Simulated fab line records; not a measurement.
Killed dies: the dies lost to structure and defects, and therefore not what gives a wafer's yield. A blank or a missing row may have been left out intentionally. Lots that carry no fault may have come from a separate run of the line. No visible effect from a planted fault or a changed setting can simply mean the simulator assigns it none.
Split-lot trial | flow n5 finfet | 7 lots, 21 wafers read, on a route of 1938 steps

## THE SPLIT ITSELF
At N5_ZERO_LAYER_COAT_05 (resist thk 1000 nm), the setting spin rpm was moved away from the recipe's 1500 rpm on 5 of the 21 wafers read, by -10.3% to +7.5%. This setting was run at the recipe's value on the other wafers.

The split's own step is where the reading is taken.

## THE READING
coat_of_ZERO_LAYER_COAT_05.thk nm (the simulator's own value, which no gauge read), in nm, at N5_ZERO_LAYER_COAT_05 (resist thk 1000 nm). There is no usual value for it anywhere in the file. Across the 16 wafers here that went through the recipe, the average is 1000.0 nm and the standard deviation 3.7 nm.

wafer  | tool, chamber at the split | spin rpm as run, rpm | against the recipe | coat_of_ZERO_LAYER_COAT_05.thk nm, nm | against lot-mates on the recipe
L081.1 | litho track-01, 0          | 1500                 | recipe             | 992.8                                 | -
L081.3 | litho track-01, 0          | 1355                 | -9.7%              | 1046                                  | +53.2
L081.6 | litho track-01, 0          | 1500                 | recipe             | 992.7                                 | -
L084.4 | litho track-01, 0          | 1500                 | recipe             | 1003                                  | -
L084.5 | litho track-01, 0          | 1500                 | recipe             | 1003                                  | -
L084.6 | litho track-01, 0          | 1577                 | +5.1%              | 974.6                                 | -28.4
L087.1 | litho track-01, 0          | 1500                 | recipe             | 1001                                  | -
L087.4 | litho track-01, 0          | 1500                 | recipe             | 999.6                                 | -
L087.5 | litho track-01, 0          | 1500                 | recipe             | 998.8                                 | -
L088.2 | litho track-02, 0          | 1346                 | -10.3%             | 1057                                  | +53.5
L088.5 | litho track-02, 0          | 1500                 | recipe             | 1004                                  | -
L088.6 | litho track-02, 0          | 1500                 | recipe             | 1003                                  | -
L089.3 | litho track-05, 0          | 1500                 | recipe             | 998.5                                 | -
L089.5 | litho track-05, 0          | 1500                 | recipe             | 1000                                  | -
L089.6 | litho track-05, 0          | 1500                 | recipe             | 1003                                  | -
L095.1 | litho track-02, 0          | 1500                 | recipe             | 1005                                  | -
L095.3 | litho track-02, 0          | 1500                 | recipe             | 1002                                  | -
L095.6 | litho track-02, 0          | 1433                 | -4.5%              | 1029                                  | +25.5
L097.1 | litho track-01, 0          | 1500                 | recipe             | 998.6                                 | -
L097.5 | litho track-01, 0          | 1613                 | +7.5%              | 963.4                                 | -33.5
L097.6 | litho track-01, 0          | 1500                 | recipe             | 995.2                                 | -

THE FIT
A straight line over all 21 wafers: coat_of_ZERO_LAYER_COAT_05.thk nm changes by -5.17 nm for each +1% of spin rpm; r = -0.98; the points scatter about the line by 3.9 nm.
The same after taking each lot's own level away (the mean of its wafers on the recipe; 21 wafers): -5.2 nm for each +1%; r = -1.00; scatter 1.9 nm.
According to that fit, moving spin rpm by its largest amount changes the reading by 53 nm.
From 992.75 to 1003.50 nm: that is the span of the lots' own levels, equal to 2.9 times the standard deviation above.
The two slopes are in agreement: the lot-to-lot level therefore moves the slope only a little.
Check: +54.1 nm against its lot-mates is what the line predicts for one of the wafers moved furthest among these (-10.3%) when that wafer is left out of the fit. Against them it came out at +53.5 nm.

## THE WHOLE CHAIN: every reading that the file lists as answering this split, in the file's order
step                   | what it does       | reading                                                                            | change (the file's fit)              | r (the file's)
N5_ZERO_LAYER_COAT_05  | resist thk 1000 nm | coat_of_ZERO_LAYER_COAT_05.thk nm (the simulator's own value, which no gauge read) | -5.23 nm for each +1% of the setting | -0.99
N5_ZERO_LAYER_STRIP_24 | strips in O2       | strip time to endpoint s                                                           | withheld for each +1% of the setting | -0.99

## FILE'S OWN FIT
coat_of_ZERO_LAYER_COAT_05.thk nm changes by -5.23 nm for each +1% of spin rpm, r = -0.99.
